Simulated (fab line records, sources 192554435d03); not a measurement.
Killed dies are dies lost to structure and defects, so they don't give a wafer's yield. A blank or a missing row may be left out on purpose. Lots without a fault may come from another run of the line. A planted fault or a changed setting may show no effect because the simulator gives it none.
Problem report in the 8D (eight disciplines) form, filled by code | flow n5_finfet | the parts of the form that need people (team, actions taken, sign-off) are left out

1. THE PROBLEM
raw_defect_count at N5_BEOL_M6_INSPECT_58 reads a mean of 1154 on 6 wafers of 2 lots; wafers without a fault read 71 with a standard deviation of 23. That is +47 standard deviations from the usual mean.
The step: inspects for defects (darkfield).
First seen on wafer L523.1, day 12 04:10, on defect_inspect-02. The record holds 30 wafers of 10 lots with a number at this step. Rule for "out", or "out of limits": more than 4 standard deviations from the usual mean. The other wafers with a number count as sound.

2. WHAT IT IS AND WHAT IT IS NOT
question                    | is                     | is not
which readings at this step | raw_defect_count       | -
which lots                  | L523, L525             | L510, L517, L518, L521, L526, L529, L531, L533
which wafers of those lots  | all that have a number | -
read on which gauges        | defect_inspect-02      | defect_inspect-01
when                        | from day 12 04:10      | up to then (12 sound wafers); but 12 sound wafers of L526, L529, L531, L533 came after

3. SUSPECTS, AND WHAT RULES EACH OUT
Counting: a tool at a process step up to the reading stays a suspect if it ran every lot that is out and no sound lot after the first of them.
- the gauge at N5_BEOL_M6_INSPECT_58: ruled out. All the wafers that are out were read on defect_inspect-02, but those of them that N5_PASSIVATION_PROBE_49 has rows for are out there too, on other tools.
- rie_diel-05 at N5_BEOL_M6_VIA_ETCH_34 (etches SiCOH lowk in C4F6/O2, target depth 126.3 nm, time 50.9 s): kept. It ran every lot that is out, first L523 (day 12 01:09), and no sound lot after that; its last sound lot up to then is L521 (day 11 13:48).
- pvd_sputter-02 at N5_BEOL_M6_PRE_CLEAN_45 (time 30 s): kept. It ran every lot that is out, first L523 (day 12 02:15), and no sound lot after that; its last sound lot up to then is L521 (day 11 14:44).
- pecvd-02 at N5_BEOL_M6_DEP_56 (deposits SiCN from 3MS/NH3, target thk 10 nm, time 17.5 s): ruled out as a lasting fault. Sound lots L531 ran on it after its first lot that is out, L523 (day 12 04:05).
Left after counting: rie_diel-05 at N5_BEOL_M6_VIA_ETCH_34, pvd_sputter-02 at N5_BEOL_M6_PRE_CLEAN_45.

4. THE CAUSE (what the simulator had put in)
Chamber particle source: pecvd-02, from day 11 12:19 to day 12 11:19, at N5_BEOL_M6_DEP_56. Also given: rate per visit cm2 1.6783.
Counting ruled it out, wrongly: the rule takes a fault to strike every lot that its tool runs from its start on, and this one did not.

5. THE CHAIN OF EFFECTS, in route order
Each row: a reading whose mean over the struck wafers that have a number lies more than 3 standard deviations from the usual. Only readings for which the record gives a usual standard deviation are gone through. hours: the time from each lot's start at the first step in this table that gives one to its start at this step, as a median over the lots. sigmas: the change in usual standard deviations.
hours | step                    | reading              | usual  | on struck wafers | change | sigmas
0     | N5_BEOL_M6_INSPECT_58   | raw_defect_count     | 71     | 1154             | +1082  | +47
3     | N5_BEOL_M7_INSPECT_13   | raw_defect_count     | 421    | 1426             | +1005  | +9.1
85    | N5_PASSIVATION_PROBE_49 | defect_limited_yield | 91.1 % | 80.5             | -10.6  | -7.6
85    | N5_PASSIVATION_PROBE_49 | killed_at_M4_up      | 14     | 161              | +147   | +26
85    | N5_PASSIVATION_PROBE_49 | killed_dies          | 105    | 230              | +125   | +7.3
85    | N5_PASSIVATION_PROBE_49 | sort_bin_5_function  | 5.3 %  | 11.8             | +6.5   | +6.9
85    | N5_PASSIVATION_PROBE_49 | sort_n_pass          | 1075   | 950              | -125   | -7.3
85    | N5_PASSIVATION_PROBE_49 | sort_yield_pct       | 91.1 % | 80.5             | -10.6  | -7.6
The process steps in it:
- N5_PASSIVATION_PROBE_49

6. WHAT WOULD HAVE CAUGHT IT SOONER
In this record the first reading out of limits at a measuring or inspecting step was taken at day 12 04:10, 16 hours after the fault began at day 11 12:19.
Of the tool readings at N5_BEOL_M6_DEP_56 for which the record gives a usual standard deviation, none was out on any struck wafer, so an alarm limit of 4 standard deviations on them would not have fired.
